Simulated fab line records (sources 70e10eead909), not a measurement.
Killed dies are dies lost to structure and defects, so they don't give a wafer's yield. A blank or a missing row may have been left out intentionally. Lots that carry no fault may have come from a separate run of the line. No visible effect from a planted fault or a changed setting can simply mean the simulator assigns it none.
Which tool was responsible? :: flow nand harc :: Sampling: 12 lots, 36 wafers, 4 of 1159 route steps

WHAT EACH GAUGE READ, for each wafer
The record lacks any reading of a measuring or inspecting step that a usual standard deviation could be used to judge.

WHICH TOOL RAN EACH LOT (tool, then ch and the chambers of the sampled wafers, then the start)
lot: L102
NHARC_A_STAIRCASE_ETCH_21: rie diel-12 ch 0,1,3, day 11 05:10 or earlier
NHARC_A_STAIRCASE_TRIM_191: rie diel-08 ch 1,2, day 11 05:10 or earlier
NHARC_A_STAIRCASE_ETCH_192: rie diel-08 ch 1,2, day 11 05:10
NHARC_A_STAIRCASE_ETCH_197: rie diel-08 ch 1, day 11 06:20

lot: L104
NHARC_A_STAIRCASE_ETCH_21: rie diel-08 ch 1,3, day 11 20:41 or earlier
NHARC_A_STAIRCASE_TRIM_191: rie diel-08 ch 0,2, day 11 20:41 or earlier
NHARC_A_STAIRCASE_ETCH_192: rie diel-08 ch 0,3, day 11 20:41
NHARC_A_STAIRCASE_ETCH_197: rie diel-12 ch 0,2,3, no start

lot: L105
NHARC_A_STAIRCASE_ETCH_21: rie diel-06 ch 1,2,3, day 11 22:01 or earlier
NHARC_A_STAIRCASE_TRIM_191: rie diel-06 ch 1,3, day 11 22:01 or earlier
NHARC_A_STAIRCASE_ETCH_192: rie diel-06 ch 0,1,2, day 11 22:01
NHARC_A_STAIRCASE_ETCH_197: rie diel-08 ch 0,2, no start

lot: L108
NHARC_A_STAIRCASE_ETCH_21: rie diel-06 ch 0,1,3, day 13 02:47 or earlier
NHARC_A_STAIRCASE_TRIM_191: rie diel-08 ch 0,1,2, day 13 02:47 or earlier
NHARC_A_STAIRCASE_ETCH_192: rie diel-08 ch 0,1,3, day 13 02:47
NHARC_A_STAIRCASE_ETCH_197: rie diel-08 ch 2,3, no start

lot: L113
NHARC_A_STAIRCASE_ETCH_21: rie diel-08 ch 0,2,3, day 14 05:02 or earlier
NHARC_A_STAIRCASE_TRIM_191: rie diel-12 ch 0,1,2, day 14 05:02 or earlier
NHARC_A_STAIRCASE_ETCH_192: rie diel-12 ch 0,1,2, day 14 05:02
NHARC_A_STAIRCASE_ETCH_197: rie diel-12 ch 0,2,3, no start

lot: L115
NHARC_A_STAIRCASE_ETCH_21: rie diel-06 ch 1,3, day 14 10:16 or earlier
NHARC_A_STAIRCASE_TRIM_191: rie diel-12 ch 0,2, day 14 10:16 or earlier
NHARC_A_STAIRCASE_ETCH_192: rie diel-12 ch 0,3, day 14 10:16
NHARC_A_STAIRCASE_ETCH_197: rie diel-06 ch 0,1,3, no start

lot: L116
NHARC_A_STAIRCASE_ETCH_21: rie diel-08 ch 0,2,3, day 14 19:13 or earlier
NHARC_A_STAIRCASE_TRIM_191: rie diel-12 ch 0,1, day 14 19:13 or earlier
NHARC_A_STAIRCASE_ETCH_192: rie diel-12 ch 0,1,2, day 14 19:13
NHARC_A_STAIRCASE_ETCH_197: rie diel-12 ch 0,1,2, no start

lot: L117
NHARC_A_STAIRCASE_ETCH_21: rie diel-08 ch 0,2, day 15 05:35 or earlier
NHARC_A_STAIRCASE_TRIM_191: rie diel-12 ch 0,1,2, day 15 05:35 or earlier
NHARC_A_STAIRCASE_ETCH_192: rie diel-12 ch 0,3, day 15 05:35
NHARC_A_STAIRCASE_ETCH_197: rie diel-12 ch 1,2,3, no start

lot: L118
NHARC_A_STAIRCASE_ETCH_21: rie diel-06 ch 0,3, day 15 06:14 or earlier
NHARC_A_STAIRCASE_TRIM_191: rie diel-12 ch 0,3, day 15 06:14 or earlier
NHARC_A_STAIRCASE_ETCH_192: rie diel-12 ch 0,2, day 15 06:14
NHARC_A_STAIRCASE_ETCH_197: rie diel-06 ch 0,2,3, no start

lot: L119
NHARC_A_STAIRCASE_ETCH_21: rie diel-08 ch 1,2,3, day 15 11:22 or earlier
NHARC_A_STAIRCASE_TRIM_191: rie diel-06 ch 0,1,2, day 15 11:22 or earlier
NHARC_A_STAIRCASE_ETCH_192: rie diel-06 ch 1,3, day 15 11:22
NHARC_A_STAIRCASE_ETCH_197: rie diel-06 ch 0,1,2, no start

lot: L121
NHARC_A_STAIRCASE_ETCH_21: rie diel-12 ch 0,2,3, day 15 21:11 or earlier
NHARC_A_STAIRCASE_TRIM_191: rie diel-06 ch 0,1,3, day 15 21:11 or earlier
NHARC_A_STAIRCASE_ETCH_192: rie diel-06 ch 0,1,2, day 15 21:11
NHARC_A_STAIRCASE_ETCH_197: rie diel-06 ch 0,2,3, no start

lot: L124
NHARC_A_STAIRCASE_ETCH_21: rie diel-06 ch 0,1, day 16 13:38 or earlier
NHARC_A_STAIRCASE_TRIM_191: rie diel-06 ch 1,3, day 16 13:38 or earlier
NHARC_A_STAIRCASE_ETCH_192: rie diel-06 ch 0,1,2, day 16 13:38
NHARC_A_STAIRCASE_ETCH_197: rie diel-06 ch 0,3, no start
- NHARC_A_STAIRCASE_ETCH_21: etches the open film in C4F8/O2, target depth 100 nm, time 40.5 s.
- NHARC_A_STAIRCASE_TRIM_191: chemistry O2, time 211.2 s.
- NHARC_A_STAIRCASE_ETCH_192: etches the open film in C4F8/O2, target depth 100 nm, time 40.5 s.
- NHARC_A_STAIRCASE_ETCH_197: etches the open film in C4F8/O2, target depth 100 nm, time 40.5 s.

WHAT THE TOOLS THEMSELVES READ (means of the sampled wafers that have a number; where no wafer has one, the mark that the record gives instead)
NHARC_A_STAIRCASE_ETCH_21.
lot: L102
tool: rie diel-12
oes product au (a.u.): 0.946
rf fwd power W (W): 592.9
rf vpp V (V): 897

lot: L104
tool: rie diel-08
oes product au (a.u.): 0.935
rf fwd power W (W): 595.2
rf vpp V (V): 896

lot: L105
tool: rie diel-06
oes product au (a.u.): 0.952
rf fwd power W (W): 594.9
rf vpp V (V): 900

lot: L108
tool: rie diel-06
oes product au (a.u.): 0.951
rf fwd power W (W): 591.8
rf vpp V (V): 899

lot: L113
tool: rie diel-08
oes product au (a.u.): 0.974
rf fwd power W (W): 593.5
rf vpp V (V): 891

lot: L115
tool: rie diel-06
oes product au (a.u.): 0.965
rf fwd power W (W): 592.1
rf vpp V (V): 900

lot: L116
tool: rie diel-08
oes product au (a.u.): 0.947
rf fwd power W (W): 592.7
rf vpp V (V): 891

lot: L117
tool: rie diel-08
oes product au (a.u.): 0.964
rf fwd power W (W): 591.9
rf vpp V (V): 888

lot: L118
tool: rie diel-06
oes product au (a.u.): 0.937
rf fwd power W (W): 589.6
rf vpp V (V): 898

lot: L119
tool: rie diel-08
oes product au (a.u.): 0.939
rf fwd power W (W): 594.0
rf vpp V (V): 895

lot: L121
tool: rie diel-12
oes product au (a.u.): 0.946
rf fwd power W (W): 592.6
rf vpp V (V): 894

lot: L124
tool: rie diel-06
oes product au (a.u.): 0.967
rf fwd power W (W): 592.1
rf vpp V (V): 895

NHARC_A_STAIRCASE_TRIM_191.
lot: L102
tool: rie diel-08
drypump motor current A (A): 6.1
oes product au (a.u.): 1.009
rf vpp V (V): 58.0
showerhead plenum p Torr (Torr): 3.45
throttle valve pct (%): 17.034

lot: L104
tool: rie diel-08
drypump motor current A (A): 5.8
oes product au (a.u.): 1.004
rf vpp V (V): 58.1
showerhead plenum p Torr (Torr): 3.38
throttle valve pct (%): 17.027

lot: L105
tool: rie diel-06
drypump motor current A (A): 6.0
oes product au (a.u.): 1.000
rf vpp V (V): 57.7
showerhead plenum p Torr (Torr): 3.67
throttle valve pct (%): 17.040

lot: L108
tool: rie diel-08
drypump motor current A (A): 6.1
oes product au (a.u.): 1.005
rf vpp V (V): 57.8
showerhead plenum p Torr (Torr): 3.48
throttle valve pct (%): 17.040

lot: L113
tool: rie diel-12
drypump motor current A (A): 5.8
oes product au (a.u.): 0.992
rf vpp V (V): 56.9
showerhead plenum p Torr (Torr): 3.56
throttle valve pct (%): 17.035

lot: L115
tool: rie diel-12
drypump motor current A (A): 5.7
oes product au (a.u.): 0.991
rf vpp V (V): 57.9
showerhead plenum p Torr (Torr): 3.51
throttle valve pct (%): 17.028

lot: L116
tool: rie diel-12
drypump motor current A (A): 5.9
oes product au (a.u.): 0.980
rf vpp V (V): 58.2
showerhead plenum p Torr (Torr): 3.55
throttle valve pct (%): 17.039

lot: L117
tool: rie diel-12
drypump motor current A (A): 5.7
oes product au (a.u.): 0.991
rf vpp V (V): 57.4
showerhead plenum p Torr (Torr): 3.55
throttle valve pct (%): 17.030

lot: L118
tool: rie diel-12
drypump motor current A (A): 5.5
oes product au (a.u.): 0.981
rf vpp V (V): 57.7
showerhead plenum p Torr (Torr): 3.48
throttle valve pct (%): 17.034

lot: L119
tool: rie diel-06
drypump motor current A (A): 5.7
oes product au (a.u.): 1.003
rf vpp V (V): 57.8
showerhead plenum p Torr (Torr): 3.56
throttle valve pct (%): 17.037

lot: L121
tool: rie diel-06
drypump motor current A (A): 5.7
oes product au (a.u.): 1.005
rf vpp V (V): 58.0
showerhead plenum p Torr (Torr): 3.58
throttle valve pct (%): 17.043

lot: L124
tool: rie diel-06
drypump motor current A (A): 6.0
oes product au (a.u.): 0.995
rf vpp V (V): 57.0
showerhead plenum p Torr (Torr): 3.65
throttle valve pct (%): 17.039

NHARC_A_STAIRCASE_ETCH_192.
lot: L102
tool: rie diel-08
oes product au (a.u.): 0.933
rf fwd power W (W): 592.7
rf vpp V (V): 898

lot: L104
tool: rie diel-08
oes product au (a.u.): 0.935
rf fwd power W (W): 593.7
rf vpp V (V): 893

lot: L105
tool: rie diel-06
oes product au (a.u.): 0.925
rf fwd power W (W): 593.0
rf vpp V (V): 898

lot: L108
tool: rie diel-08
oes product au (a.u.): 0.987
rf fwd power W (W): 626.6
rf vpp V (V): 896

lot: L113
tool: rie diel-12
oes product au (a.u.): 0.925
rf fwd power W (W): 593.4
rf vpp V (V): 898

lot: L115
tool: rie diel-12
oes product au (a.u.): 0.920
rf fwd power W (W): 592.0
rf vpp V (V): 894

lot: L116
tool: rie diel-12
oes product au (a.u.): 0.937
rf fwd power W (W): 591.6
rf vpp V (V): 896

lot: L117
tool: rie diel-12
oes product au (a.u.): 0.914
rf fwd power W (W): 593.8
rf vpp V (V): 894

lot: L118
tool: rie diel-12
oes product au (a.u.): 0.933
rf fwd power W (W): 596.0
rf vpp V (V): 895

lot: L119
tool: rie diel-06
oes product au (a.u.): 0.951
rf fwd power W (W): 593.5
rf vpp V (V): 901

lot: L121
tool: rie diel-06
oes product au (a.u.): 0.939
rf fwd power W (W): 594.4
rf vpp V (V): 898

lot: L124
tool: rie diel-06
oes product au (a.u.): 0.936
rf fwd power W (W): 593.1
rf vpp V (V): 898

NHARC_A_STAIRCASE_ETCH_197.
lot: L102
tool: rie diel-08
oes product au (a.u.): 0.918
rf fwd power W (W): 593.1
rf vpp V (V): 903

lot: L104
tool: rie diel-12
oes product au (a.u.): 0.922
rf fwd power W (W): 592.0
rf vpp V (V): 895

lot: L105
tool: rie diel-08
oes product au (a.u.): 0.970
rf fwd power W (W): 595.3
rf vpp V (V): 890

lot: L108
tool: rie diel-08
oes product au (a.u.): 0.947
rf fwd power W (W): 594.5
rf vpp V (V): 891

lot: L113
tool: rie diel-12
oes product au (a.u.): 0.943
rf fwd power W (W): 592.6
rf vpp V (V): 894

lot: L115
tool: rie diel-06
oes product au (a.u.): 0.959
rf fwd power W (W): 593.0
rf vpp V (V): 898

lot: L116
tool: rie diel-12
oes product au (a.u.): 0.928
rf fwd power W (W): 594.1
rf vpp V (V): 896

lot: L117
tool: rie diel-12
oes product au (a.u.): 0.936
rf fwd power W (W): 590.9
rf vpp V (V): 897

lot: L118
tool: rie diel-06
oes product au (a.u.): 0.954
rf fwd power W (W): 593.8
rf vpp V (V): 898

lot: L119
tool: rie diel-06
oes product au (a.u.): 0.947
rf fwd power W (W): 591.5
rf vpp V (V): 897

lot: L121
tool: rie diel-06
oes product au (a.u.): 0.948
rf fwd power W (W): 593.2
rf vpp V (V): 898

lot: L124
tool: rie diel-06
oes product au (a.u.): 0.943
rf fwd power W (W): 590.3
rf vpp V (V): 896

THE ANSWER, worked out from the rows above alone
Rule: the usual values come from the lots themselves. Put in order of their means at a reading, lots are off if they are a third of the lots or fewer, leave a main group of 4 or more, and stand apart from it by a gap of 3 or more times the standard deviation of the main group's means; of several such gaps the widest counts. The tables above print the reading to a certain number of digits; a main group whose means all agree to those digits is not used. A lot without any number at a reading at which 4 lots or more have one is off too. The other lots that the step has rows for count as sound. First the gauges in route order, then the tools' own readings, where a lot's mean is used as printed above. The first step at which some lot is off is used, and at that step the reading that is off furthest; a lot without a number counts as furthest.
Off, at NHARC_A_STAIRCASE_ETCH_192 on rf fwd power W: L108. The main group: mean 593.4 W, standard deviation 1.1.
A tool fits if, at that step or a process step before it, it ran every lot that is off, and no sound lot after the first of them. NHARC_A_STAIRCASE_ETCH_21 gives no start for some lots, so the hours and the order of its lots are those of NHARC_A_STAIRCASE_ETCH_192. NHARC_A_STAIRCASE_TRIM_191 gives no start for some lots, so the hours and the order of its lots are those of NHARC_A_STAIRCASE_ETCH_192. One candidate fits, namely rie diel-08 at NHARC_A_STAIRCASE_TRIM_191 and NHARC_A_STAIRCASE_ETCH_192. At NHARC_A_STAIRCASE_TRIM_191 its last sound lot is L104 (day 11 20:41), its first lot that is off L108 (day 13 02:47): a fault that began between those two fits.

WHAT THE SIMULATOR HAD INSERTED
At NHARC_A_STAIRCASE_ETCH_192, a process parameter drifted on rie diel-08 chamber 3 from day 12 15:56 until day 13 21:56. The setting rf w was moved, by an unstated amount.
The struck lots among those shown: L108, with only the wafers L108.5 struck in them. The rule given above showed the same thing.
